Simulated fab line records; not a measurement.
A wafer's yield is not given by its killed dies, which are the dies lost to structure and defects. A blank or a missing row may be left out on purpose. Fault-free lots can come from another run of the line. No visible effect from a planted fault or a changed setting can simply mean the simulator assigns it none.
The tool behind it: which one? | flow n5-finfet | 69 wafers from 23 lots sampled at 6 of the route's 1938 steps

WHAT THE GAUGES READ, wafer by wafer
N5_SD_EPI_N_EPI_MEAS_23. Usual: thk-nm at 59.2 nm, with a standard deviation of 1.2.
lot  | measured    | on            | thk-nm (nm)    | flag
L074 | day 3 04:03 | film-metro-02 | 59.0 61.0 61.5 |
L075 | day 3 12:51 | film-metro-01 | 59.2 58.8 59.3 |
L076 | day 3 16:25 | film-metro-02 | 56.3 56.6 56.7 |
L077 | day 3 22:55 | film-metro-01 | 60.1 61.6 62.3 |
L078 | day 4 04:48 | film-metro-01 | 59.2 57.8 58.9 |
L079 | day 4 08:53 | film-metro-01 | 58.1 57.0 59.0 |
L080 | day 4 16:57 | film-metro-01 | 59.7 59.6 60.4 |
L081 | day 4 21:38 | film-metro-02 | 59.4 57.5 58.2 |
L082 | day 5 05:34 | film-metro-01 | 59.2 60.5 58.1 |
L083 | day 5 10:56 | film-metro-02 | 60.0 60.9 58.4 |
L084 | day 5 16:42 | film-metro-01 | 59.3 59.2 61.2 |
L085 | day 6 00:50 | film-metro-02 | 60.4 61.2 61.1 |
L086 | day 6 08:49 | film-metro-02 | 59.5 58.3 61.0 |
L087 | day 6 10:07 | film-metro-02 | 58.9 58.8 58.3 |
L088 | day 6 16:40 | film-metro-01 | 58.7 57.9 57.5 |
L089 | day 6 21:50 | film-metro-01 | 60.5 58.7 57.3 |
L090 | day 7 08:43 | film-metro-02 | 59.1 59.6 57.4 |
L091 | day 7 11:32 | film-metro-01 | 59.5 58.4 60.2 |
L092 | day 7 17:34 | film-metro-02 | 59.2 58.9 59.0 |
L093 | day 8 01:00 | film-metro-02 | 59.4 59.9 60.1 |
L094 | day 8 04:17 | film-metro-02 | 59.6 60.6 57.6 |
L095 | day 8 09:53 | film-metro-01 | 58.7 59.6 59.7 |
L097 | day 8 22:34 | film-metro-01 | 60.2 59.1 59.8 |

N5_SD_ACTIVATION_RS_MEAS_03: measurement is done with a four-point probe. Usual: RS_SD_N 21.9 ohm/sq, standard deviation 0.31; RS_SD_P 56.0 ohm/sq, standard deviation 0.99.
lot  | measured    | on            | RS_SD_N (ohm/sq) | RS_SD_P (ohm/sq) | flag
L074 | day 3 10:20 | film-metro-01 | 21.9 21.7 21.7   | 56.4 55.7 55.5   |
L075 | day 3 18:55 | film-metro-02 | 21.6 21.6 21.8   | 57.7 57.2 57.6   |
L076 | day 3 21:49 | film-metro-01 | 22.8 22.0 21.9   | 56.0 56.1 55.8   |
L077 | day 4 04:10 | film-metro-02 | 21.7 21.4 21.5   | 54.5 54.5 55.3   |
L078 | day 4 10:30 | film-metro-02 | 22.2 21.8 22.3   | 56.4 56.5 56.5   |
L079 | day 4 14:14 | film-metro-02 | 22.3 21.8 22.0   | 56.7 57.1 56.3   |
L080 | day 4 22:02 | film-metro-02 | 21.5 21.7 21.6   | 56.0 56.4 55.8   |
L081 | day 5 03:48 | film-metro-01 | 22.1 22.1 21.8   | 55.3 55.6 56.0   |
L082 | day 5 11:36 | film-metro-01 | 22.2 21.6 22.0   | 56.2 56.7 56.5   |
L083 | day 5 16:11 | film-metro-01 | 21.7 21.4 22.0   | 55.9 55.8 55.5   |
L084 | day 5 22:22 | film-metro-01 | 21.6 21.7 21.6   | 54.7 55.4 55.2   |
L085 | day 6 05:59 | film-metro-01 | 21.4 21.5 21.7   | 54.9 54.8 55.4   |
L086 | day 6 14:35 | film-metro-01 | 22.0 21.9 21.8   | 57.5 56.8 57.8   |
L087 | day 6 16:38 | film-metro-02 | 21.5 21.9 21.2   | 53.6 53.8 54.4   |
L088 | day 6 22:55 | film-metro-01 | 22.1 21.8 22.3   | 57.5 58.2 57.8   |
L089 | day 7 05:05 | film-metro-01 | 21.9 22.0 22.1   | 56.1 55.7 55.5   |
L090 | day 7 14:37 | film-metro-01 | 21.7 22.2 21.6   | 53.8 55.1 55.5   |
L091 | day 7 16:44 | film-metro-02 | 22.2 22.4 21.8   | 56.5 56.6 56.3   |
L092 | day 7 22:45 | film-metro-02 | 22.0 22.0 21.7   | 55.7 56.9 55.4   |
L093 | day 8 06:24 | film-metro-02 | 21.5 21.3 21.4   | 57.1 56.5 56.2   |
L094 | day 8 11:17 | film-metro-01 | 21.9 22.2 22.5   | 56.3 56.8 55.7   |
L095 | day 8 14:59 | film-metro-01 | 22.1 21.8 21.6   | 55.6 55.9 55.4   |
L097 | day 9 03:56 | film-metro-01 | 21.8 21.6 21.8   | 58.0 57.3 57.2   |

WHICH TOOL RAN EACH LOT (tool, then ch and the chambers of the sampled wafers, then the start)
lot  | N5_SD_EPI_N_ETCH_16               | N5_SD_EPI_P_DESCUM_14             | N5_SD_EPI_P_STRIP_40                | N5_SD_ACTIVATION_RTA_00
L074 | rie-diel-04 ch 1,3, day 3 01:17   | rie-diel-01 ch 1,2,3, day 3 05:23 | plasma-asher-02 ch 0, day 3 06:13   | rtp-anneal-01 ch 0, day 3 09:55
L075 | rie-diel-04 ch 0,1,3, day 3 10:04 | rie-diel-02 ch 0,1,2, day 3 13:53 | plasma-asher-01 ch 1, day 3 14:43   | rtp-anneal-02 ch 0, day 3 18:32
L076 | rie-diel-04 ch 0,1,3, day 3 13:37 | rie-diel-02 ch 0,1,2, day 3 17:37 | plasma-asher-01 ch 0,1, day 3 18:26 | rtp-anneal-02 ch 0, day 3 21:25
L077 | rie-diel-03 ch 0,1,3, day 3 19:11 | rie-diel-01 ch 0,1, day 3 23:59   | plasma-asher-02 ch 0,1, day 4 00:50 | rtp-anneal-02 ch 0, day 4 03:47
L078 | rie-diel-04 ch 1,2, day 4 01:59   | rie-diel-02 ch 0,1,2, day 4 06:11 | plasma-asher-02 ch 0,1, day 4 07:01 | rtp-anneal-02 ch 0, day 4 10:06
L079 | rie-diel-03 ch 0,3, day 4 06:06   | rie-diel-01 ch 0,2,3, day 4 09:58 | plasma-asher-01 ch 0,1, day 4 10:48 | rtp-anneal-02 ch 0, day 4 13:51
L080 | rie-diel-05 ch 0,3, day 4 13:26   | rie-diel-01 ch 0,1,3, day 4 17:52 | plasma-asher-01 ch 0,1, day 4 18:42 | rtp-anneal-02 ch 0, day 4 21:38
L081 | rie-diel-03 ch 2,3, day 4 18:50   | rie-diel-02 ch 0,1,3, day 4 22:47 | plasma-asher-01 ch 0, day 4 23:37   | rtp-anneal-01 ch 0, day 5 03:24
L082 | rie-diel-04 ch 0,1,2, day 5 02:47 | rie-diel-01 ch 0,1,3, day 5 06:36 | plasma-asher-01 ch 0,1, day 5 07:26 | rtp-anneal-02 ch 0, day 5 11:11
L083 | rie-diel-05 ch 0,1,2, day 5 08:10 | rie-diel-06 ch 2,3, day 5 12:02   | plasma-asher-01 ch 0,1, day 5 12:52 | rtp-anneal-02 ch 0, day 5 15:47
L084 | rie-diel-04 ch 0,1,2, day 5 13:11 | rie-diel-01 ch 2,3, day 5 18:10   | plasma-asher-01 ch 0,1, day 5 19:01 | rtp-anneal-02 ch 0, day 5 22:00
L085 | rie-diel-05 ch 1,2, day 5 22:03   | rie-diel-02 ch 0,1, day 6 01:46   | plasma-asher-02 ch 0,1, day 6 02:36 | rtp-anneal-01 ch 0, day 6 05:34
L086 | rie-diel-04 ch 2,3, day 6 05:17   | rie-diel-01 ch 0,1,3, day 6 10:25 | plasma-asher-01 ch 0,1, day 6 11:14 | rtp-anneal-01 ch 0, day 6 14:11
L087 | rie-diel-04 ch 2,3, day 6 06:34   | rie-diel-06 ch 0,2,3, day 6 11:22 | plasma-asher-01 ch 0,1, day 6 12:14 | rtp-anneal-02 ch 0, day 6 16:14
L088 | rie-diel-05 ch 0,1,3, day 6 13:07 | rie-diel-06 ch 0,1,2, day 6 17:55 | plasma-asher-01 ch 0,1, day 6 18:46 | rtp-anneal-01 ch 0, day 6 22:31
L089 | rie-diel-04 ch 0,2, day 6 18:19   | rie-diel-01 ch 1,2, day 6 22:58   | plasma-asher-02 ch 0,1, day 6 23:49 | rtp-anneal-02 ch 0, day 7 04:41
L090 | rie-diel-05 ch 1,3, day 7 05:46   | rie-diel-01 ch 2,3, day 7 09:38   | plasma-asher-02 ch 0,1, day 7 10:28 | rtp-anneal-01 ch 0, day 7 14:13
L091 | rie-diel-05 ch 2,3, day 7 08:46   | rie-diel-01 ch 1,2,3, day 7 12:28 | plasma-asher-02 ch 0, day 7 13:17   | rtp-anneal-02 ch 0, day 7 16:21
L092 | rie-diel-05 ch 1,2,3, day 7 14:46 | rie-diel-02 ch 0,1,3, day 7 18:29 | plasma-asher-01 ch 0,1, day 7 19:19 | rtp-anneal-01 ch 0, day 7 22:20
L093 | rie-diel-04 ch 0,2,3, day 7 22:13 | rie-diel-01 ch 0,1,2, day 8 02:13 | plasma-asher-02 ch 0,1, day 8 03:03 | rtp-anneal-02 ch 0, day 8 06:01
L094 | rie-diel-04 ch 0,2,3, day 8 01:30 | rie-diel-06 ch 0,2,3, day 8 06:17 | plasma-asher-02 ch 0,1, day 8 07:07 | rtp-anneal-02 ch 0, day 8 10:53
L095 | rie-diel-04 ch 0,1,3, day 8 07:07 | rie-diel-01 ch 0,3, day 8 10:50   | plasma-asher-02 ch 0,1, day 8 11:40 | rtp-anneal-01 ch 0, day 8 14:34
L097 | rie-diel-05 ch 0,1, day 8 19:47   | rie-diel-01 ch 0,3, day 8 23:37   | plasma-asher-01 ch 0,1, day 9 00:29 | rtp-anneal-02 ch 0, day 9 03:34
- N5_SD_EPI_N_ETCH_16: etches SiO2 in CHF3/O2, target depth 5 nm.
- N5_SD_EPI_P_DESCUM_14: chemistry O2, time 7.9 s.
- N5_SD_EPI_P_STRIP_40: strips in N2/H2.
- N5_SD_ACTIVATION_RTA_00: time 0 s.

WHAT THE TOOLS THEMSELVES READ (means of the sampled wafers that have a number; where no wafer has one, the mark that the record gives instead)
N5_SD_EPI_N_ETCH_16. Usual: O2_flow_sccm 4.999 sccm, standard deviation 0.015; drypump-motor-current-A 5.8 A, standard deviation 0.41; oes_ar_750_au 0.79 a.u., standard deviation 0.098; oes-product-au 0.79 a.u., standard deviation 0.1; rf-vpp-V 527 V, standard deviation 5.7; showerhead-plenum-p-Torr 2.39 Torr, standard deviation 0.1; throttle-valve-pct 19.07 %, standard deviation 0.21.
lot  | tool        | O2_flow_sccm (sccm) | drypump-motor-current-A (A) | oes_ar_750_au (a.u.) | oes-product-au (a.u.) | rf-vpp-V (V) | showerhead-plenum-p-Torr (Torr) | throttle-valve-pct (%) | flag
L074 | rie-diel-04 | 5.018               | 6.3                         | 0.71                 | 0.72                  | 524          | 2.38                            | 19.14                  |
L075 | rie-diel-04 | 4.996               | 6.2                         | 0.70                 | 0.71                  | 524          | 2.35                            | 19.25                  |
L076 | rie-diel-04 | 4.983               | 6.2                         | 0.70                 | 0.70                  | 523          | 2.35                            | 19.25                  |
L077 | rie-diel-03 | 4.993               | 5.7                         | 0.72                 | 0.72                  | 529          | 2.40                            | 18.96                  |
L078 | rie-diel-04 | 5.001               | 6.0                         | 0.88                 | 0.88                  | 529          | 2.37                            | 18.86                  |
L079 | rie-diel-03 | 4.991               | 5.7                         | 0.74                 | 0.76                  | 537          | 2.32                            | 19.02                  |
L080 | rie-diel-05 | 5.004               | 5.2                         | 0.80                 | 0.80                  | 523          | 2.43                            | 18.98                  |
L081 | rie-diel-03 | 5.007               | 5.5                         | 0.73                 | 0.71                  | 530          | 2.48                            | 19.01                  |
L082 | rie-diel-04 | 4.993               | 6.0                         | 0.86                 | 0.86                  | 528          | 2.44                            | 18.99                  |
L083 | rie-diel-05 | 4.988               | 5.6                         | 0.80                 | 0.81                  | 529          | 2.36                            | 19.10                  |
L084 | rie-diel-04 | 5.008               | 6.0                         | 0.84                 | 0.85                  | 528          | 2.44                            | 18.98                  |
L085 | rie-diel-05 | 4.999               | 5.6                         | 0.86                 | 0.87                  | 533          | 2.38                            | 19.09                  |
L086 | rie-diel-04 | 4.983               | 6.1                         | 0.85                 | 0.85                  | 527          | 2.37                            | 19.02                  |
L087 | rie-diel-04 | 4.997               | 6.1                         | 0.84                 | 0.84                  | 527          | 2.37                            | 19.02                  |
L088 | rie-diel-05 | 4.991               | 5.3                         | 0.83                 | 0.84                  | 525          | 2.45                            | 18.99                  |
L089 | rie-diel-04 | 5.004               | 6.1                         | 0.91                 | 0.91                  | 529          | 2.43                            | 18.98                  |
L090 | rie-diel-05 | 4.983               | 5.1                         | 0.88                 | 0.89                  | 525          | 2.52                            | 18.87                  |
L091 | rie-diel-05 | 4.998               | 5.5                         | 0.80                 | 0.80                  | 528          | 2.34                            | 19.08                  |
L092 | rie-diel-05 | 4.989               | 5.4                         | 0.84                 | 0.85                  | 529          | 2.41                            | 19.03                  |
L093 | rie-diel-04 | 4.996               | 6.2                         | 0.82                 | 0.82                  | 526          | 2.44                            | 19.15                  |
L094 | rie-diel-04 | 4.991               | 6.2                         | 0.82                 | 0.82                  | 526          | 2.43                            | 19.15                  |
L095 | rie-diel-04 | 4.996               | 6.2                         | 0.84                 | 0.84                  | 526          | 2.43                            | 19.05                  |
L097 | rie-diel-05 | 5.009               | 5.4                         | 0.75                 | 0.75                  | 525          | 2.39                            | 19.12                  |

N5_SD_EPI_P_DESCUM_14. Usual: drypump-motor-current-A 5.81 A, standard deviation 0.27; oes-product-au 0.80 a.u., standard deviation 0.1; rf-vpp-V 243.4 V, standard deviation 1.2; showerhead-plenum-p-Torr 2.11 Torr, standard deviation 0.053; temp-c 39.99 C, standard deviation 0.11; throttle-valve-pct 20.5 %, standard deviation 0.34.
lot  | tool        | drypump-motor-current-A (A) | oes-product-au (a.u.) | rf-vpp-V (V) | showerhead-plenum-p-Torr (Torr) | temp-c (C) | throttle-valve-pct (%) | flag
L074 | rie-diel-01 | 5.81                        | 0.74                  | 242.7        | 2.13                            | 39.92      | 20.7                   |
L075 | rie-diel-02 | 5.87                        | 0.76                  | 243.5        | 2.12                            | 40.05      | 20.4                   |
L076 | rie-diel-02 | 5.87                        | 0.76                  | 244.5        | 2.12                            | 40.17      | 20.4                   |
L077 | rie-diel-01 | 6.06                        | 0.84                  | 244.4        | 2.17                            | 40.09      | 20.6                   |
L078 | rie-diel-02 | 5.86                        | 0.75                  | 243.3        | 2.12                            | 40.02      | 20.4                   |
L079 | rie-diel-01 | 5.61                        | 0.92                  | 243.6        | 2.09                            | 40.00      | 20.2                   |
L080 | rie-diel-01 | 5.83                        | 0.83                  | 244.3        | 2.14                            | 40.00      | 20.4                   |
L081 | rie-diel-02 | 6.00                        | 0.74                  | 243.1        | 2.11                            | 39.98      | 20.5                   |
L082 | rie-diel-01 | 5.82                        | 0.82                  | 243.6        | 2.14                            | 39.92      | 20.4                   |
L083 | rie-diel-06 | 5.96                        | 0.72                  | 242.6        | 2.07                            | 39.93      | 20.5                   |
L084 | rie-diel-01 | 5.59                        | 0.80                  | 243.7        | 2.09                            | 40.00      | 20.3                   |
L085 | rie-diel-02 | 6.15                        | 0.74                  | 243.6        | 2.12                            | 40.02      | 20.3                   |
L086 | rie-diel-01 | 5.82                        | 0.80                  | 244.2        | 2.13                            | 40.03      | 20.4                   |
L087 | rie-diel-06 | 5.91                        | 0.79                  | 242.4        | 2.07                            | 40.02      | 20.6                   |
L088 | rie-diel-06 | 5.86                        | 0.80                  | 243.5        | 2.11                            | 40.10      | 20.5                   |
L089 | rie-diel-01 | 5.81                        | 0.88                  | 243.5        | 2.11                            | 40.00      | 20.7                   |
L090 | rie-diel-01 | 5.58                        | 0.79                  | 243.2        | 2.08                            | 40.04      | 20.4                   |
L091 | rie-diel-01 | 5.81                        | 0.80                  | 243.0        | 2.12                            | 39.97      | 20.6                   |
L092 | rie-diel-02 | 5.99                        | 0.73                  | 243.1        | 2.10                            | 40.03      | 20.5                   |
L093 | rie-diel-01 | 5.84                        | 0.86                  | 242.8        | 2.12                            | 39.88      | 20.5                   |
L094 | rie-diel-06 | 5.91                        | 0.87                  | 243.5        | 2.06                            | 40.00      | 20.4                   |
L095 | rie-diel-01 | 5.59                        | 0.78                  | 243.8        | 2.09                            | 40.05      | 20.2                   |
L097 | rie-diel-01 | 5.58                        | 0.77                  | 242.7        | 2.09                            | 39.95      | 20.2                   |

N5_SD_EPI_P_STRIP_40. Usual: drypump-motor-current-A 5.9 A, standard deviation 0.34; heater-power-w 336 W, standard deviation 31; oes-product-au 0.762 a.u., standard deviation 0.011; temp-c 250.00 C, standard deviation 0.18.
lot  | tool            | drypump-motor-current-A (A) | heater-power-w (W) | oes-product-au (a.u.) | temp-c (C) | flag
L074 | plasma-asher-02 | 6.0                         | 379                | 0.761                 | 249.80     |
L075 | plasma-asher-01 | 6.3                         | 348                | 0.764                 | 250.08     |
L076 | plasma-asher-01 | 6.0                         | 337                | 0.761                 | 249.95     |
L077 | plasma-asher-02 | 6.0                         | 338                | 0.768                 | 250.19     |
L078 | plasma-asher-02 | 6.0                         | 336                | 0.764                 | 250.11     |
L079 | plasma-asher-01 | 6.0                         | 333                | 0.771                 | 250.06     |
L080 | plasma-asher-01 | 5.7                         | 319                | 0.757                 | 249.78     |
L081 | plasma-asher-01 | 5.5                         | 306                | 0.754                 | 250.16     |
L082 | plasma-asher-01 | 5.7                         | 318                | 0.765                 | 250.05     |
L083 | plasma-asher-01 | 5.7                         | 318                | 0.766                 | 250.13     |
L084 | plasma-asher-01 | 5.7                         | 324                | 0.756                 | 249.84     |
L085 | plasma-asher-02 | 6.0                         | 332                | 0.753                 | 249.84     |
L086 | plasma-asher-01 | 5.7                         | 323                | 0.751                 | 249.98     |
L087 | plasma-asher-01 | 6.0                         | 338                | 0.755                 | 249.93     |
L088 | plasma-asher-01 | 6.0                         | 336                | 0.764                 | 250.09     |
L089 | plasma-asher-02 | 6.0                         | 336                | 0.778                 | 250.09     |
L090 | plasma-asher-02 | 6.0                         | 332                | 0.764                 | 250.06     |
L091 | plasma-asher-02 | 6.0                         | 382                | 0.756                 | 250.14     |
L092 | plasma-asher-01 | 5.7                         | 322                | 0.758                 | 249.91     |
L093 | plasma-asher-02 | 6.0                         | 331                | 0.777                 | 249.92     |
L094 | plasma-asher-02 | 6.0                         | 336                | 0.760                 | 250.08     |
L095 | plasma-asher-02 | 6.0                         | 335                | 0.753                 | 250.06     |
L097 | plasma-asher-01 | 6.0                         | 337                | 0.760                 | 250.15     |

N5_SD_ACTIVATION_RTA_00. Usual: lamp-power-pct 8.95 %, standard deviation 0.053; lamp_zone_4_pct 8.951 %, standard deviation 0.026; wafer_temp_C_max 974.8, standard deviation 1.8.
lot  | tool          | lamp-power-pct (%) | lamp_zone_4_pct (%) | wafer_temp_C_max | flag
L074 | rtp-anneal-01 | 8.93               | 8.976               | 972.6            |
L075 | rtp-anneal-02 | 8.98               | 8.976               | 975.5            |
L076 | rtp-anneal-02 | 8.94               | 8.951               | 973.6            |
L077 | rtp-anneal-02 | 8.94               | 8.970               | 973.2            |
L078 | rtp-anneal-02 | 8.99               | 8.934               | 975.1            |
L079 | rtp-anneal-02 | 8.98               | 8.953               | 976.1            |
L080 | rtp-anneal-02 | 8.93               | 8.954               | 975.9            |
L081 | rtp-anneal-01 | 9.03               | 8.941               | 974.7            |
L082 | rtp-anneal-02 | 8.97               | 8.964               | 974.9            |
L083 | rtp-anneal-02 | 8.95               | 8.976               | 975.3            |
L084 | rtp-anneal-02 | 8.93               | 8.951               | 975.9            |
L085 | rtp-anneal-01 | 8.94               | 8.968               | 977.2            |
L086 | rtp-anneal-01 | 8.98               | 8.966               | 975.3            |
L087 | rtp-anneal-02 | 8.95               | 8.937               | 975.2            |
L088 | rtp-anneal-01 | 9.06               | 8.943               | 974.6            |
L089 | rtp-anneal-02 | 8.96               | 8.942               | 975.0            |
L090 | rtp-anneal-01 | 8.96               | 8.940               | 973.1            |
L091 | rtp-anneal-02 | 8.99               | 8.957               | 975.4            |
L092 | rtp-anneal-01 | 8.91               | 8.933               | 974.9            |
L093 | rtp-anneal-02 | 8.98               | 8.948               | 974.5            |
L094 | rtp-anneal-02 | 8.99               | 8.948               | 976.0            |
L095 | rtp-anneal-01 | 8.96               | 8.979               | 974.5            |
L097 | rtp-anneal-02 | 8.97               | 8.932               | 972.9            |

THE ANSWER, worked out from the rows above alone
Rule: lot off if the mean of its wafers having a number is beyond 3 standard deviations from the usual mean. A lot without any number at a reading at which 4 lots or more have one is off too. Where the step has rows for the other lots, those lots are counted as sound. First the gauges in route order, then the tools' own readings, where a lot's mean is used as printed above. The first step at which some lot is off is used, and at that step the reading that is off furthest; a lot without a number counts as furthest.
None of the lots is off at any reading shown; this tells nothing.

WHAT WAS PUT IN BY THE SIMULATOR
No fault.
